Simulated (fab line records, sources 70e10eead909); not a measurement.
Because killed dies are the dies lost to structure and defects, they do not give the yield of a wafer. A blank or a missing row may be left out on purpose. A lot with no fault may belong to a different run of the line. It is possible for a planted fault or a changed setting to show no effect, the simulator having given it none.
Shared-tool check + flow nand-harc + 36 wafers sampled across 9 lots

## REASON FOR OPENING
On 3 of the 9 lots, a flag is raised at NHARC_A_CHANNEL_HOLE_D2_CD_MEAS_10 on the reading cd-nm. Wafers without a fault read 100.0 nm, standard deviation 0.43.
Rule: a lot gets a flag if all its wafers with a number sit over 4 standard deviations from that mean, or if no wafer of it has a number. As for the other lots, they are considered sound.

| lot  | measured     | on        | cd-nm (nm), wafer by wafer          | flag    |
|------|--------------|-----------|-------------------------------------|---------|
| L207 | day 13 01:32 | cd-sem-03 | 100.0 99.8 100.0                    |         |
| L209 | day 14 04:41 | cd-sem-03 | 99.7 100.0 99.4                     |         |
| L211 | day 15 07:48 | cd-sem-01 | 99.8 99.3 99.4                      |         |
| L213 | day 15 08:02 | cd-sem-03 | 99.7 100.0 100.5                    |         |
| L216 | day 18 02:59 | cd-sem-03 | 100.6 100.6 100.4                   |         |
| L218 | day 18 03:16 | cd-sem-03 | 99.0 100.0 99.6                     |         |
| L223 | day 20 05:54 | cd-sem-02 | 118.3 118.5 118.1 118.0 118.9 118.6 | FLAGGED |
| L224 | day 20 20:10 | cd-sem-03 | 117.8 118.5 118.3 117.8 118.9 118.2 | FLAGGED |
| L225 | day 21 16:20 | cd-sem-03 | 118.6 119.1 118.6 118.6 118.8 118.8 | FLAGGED |
The numbers of the flagged lots are 118.5 nm on average: +18.5 nm against the usual, or +43 standard deviations.

## LOT BY LOT: THE TOOL USED
The record keeps 1 process step preceding the reading, out of 1302 steps on the route. In each cell: the tool, then ch and the chambers that the sampled wafers went through, then the start.
| lot  | flag    | NHARC_A_CHANNEL_HOLE_D2_PEB_08    |
|------|---------|-----------------------------------|
| L207 |         | litho-track-06 ch 0, day 13 01:28 |
| L209 |         | litho-track-06 ch 0, day 14 04:37 |
| L211 |         | litho-track-04 ch 0, day 15 07:43 |
| L213 |         | litho-track-06 ch 0, day 15 07:58 |
| L216 |         | litho-track-06 ch 0, day 18 02:55 |
| L218 |         | litho-track-04 ch 0, day 18 03:11 |
| L223 | FLAGGED | litho-track-06 ch 0, day 20 05:49 |
| L224 | FLAGGED | litho-track-06 ch 0, day 20 20:05 |
| L225 | FLAGGED | litho-track-06 ch 0, day 21 16:16 |
What these steps do:
- NHARC_A_CHANNEL_HOLE_D2_PEB_08: peb time 65 s.
- NHARC_A_CHANNEL_HOLE_D2_CD_MEAS_10: target cd 100 nm.

## FLAGGED OVER TOTAL, TOOL BY TOOL (the gauges that took the reading come last)
| step                               | tool           | lots run | flagged | share of the flagged lots | sound lots run after its first flagged lot |
|------------------------------------|----------------|----------|---------|---------------------------|--------------------------------------------|
| NHARC_A_CHANNEL_HOLE_D2_PEB_08     | litho-track-04 | 2        | 0       | none                      | -                                          |
| NHARC_A_CHANNEL_HOLE_D2_PEB_08     | litho-track-06 | 7        | 3       | all                       | 0                                          |
| NHARC_A_CHANNEL_HOLE_D2_CD_MEAS_10 | cd-sem-01      | 1        | 0       | none                      | -                                          |
| NHARC_A_CHANNEL_HOLE_D2_CD_MEAS_10 | cd-sem-02      | 1        | 1       | some                      | 0                                          |
| NHARC_A_CHANNEL_HOLE_D2_CD_MEAS_10 | cd-sem-03      | 7        | 2       | some                      | 0                                          |

## THE TABLE: WHAT IT ALLOWS
In the table, 1 row covers all flagged lots: litho-track-06 at NHARC_A_CHANNEL_HOLE_D2_PEB_08.
- litho-track-06 at NHARC_A_CHANNEL_HOLE_D2_PEB_08 ran 7 lots, 3 of them flagged. Last sound lot L216 at day 18 02:55, first flagged lot L223 at day 20 05:49; a fault beginning in between fits. Its own readings (heater-power-total-W, plate-temp-C) fall more than 4 standard deviations out on all wafers of the flagged lots.
What remains is a single tool, litho-track-06 at NHARC_A_CHANNEL_HOLE_D2_PEB_08.

## WHAT THE SIMULATOR HAD INSERTED
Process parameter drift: litho-track-06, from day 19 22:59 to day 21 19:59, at NHARC_A_CHANNEL_HOLE_D2_PEB_08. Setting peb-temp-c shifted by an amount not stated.
Lots struck among those shown: L223, L224, L225. Same finding as the rule above.
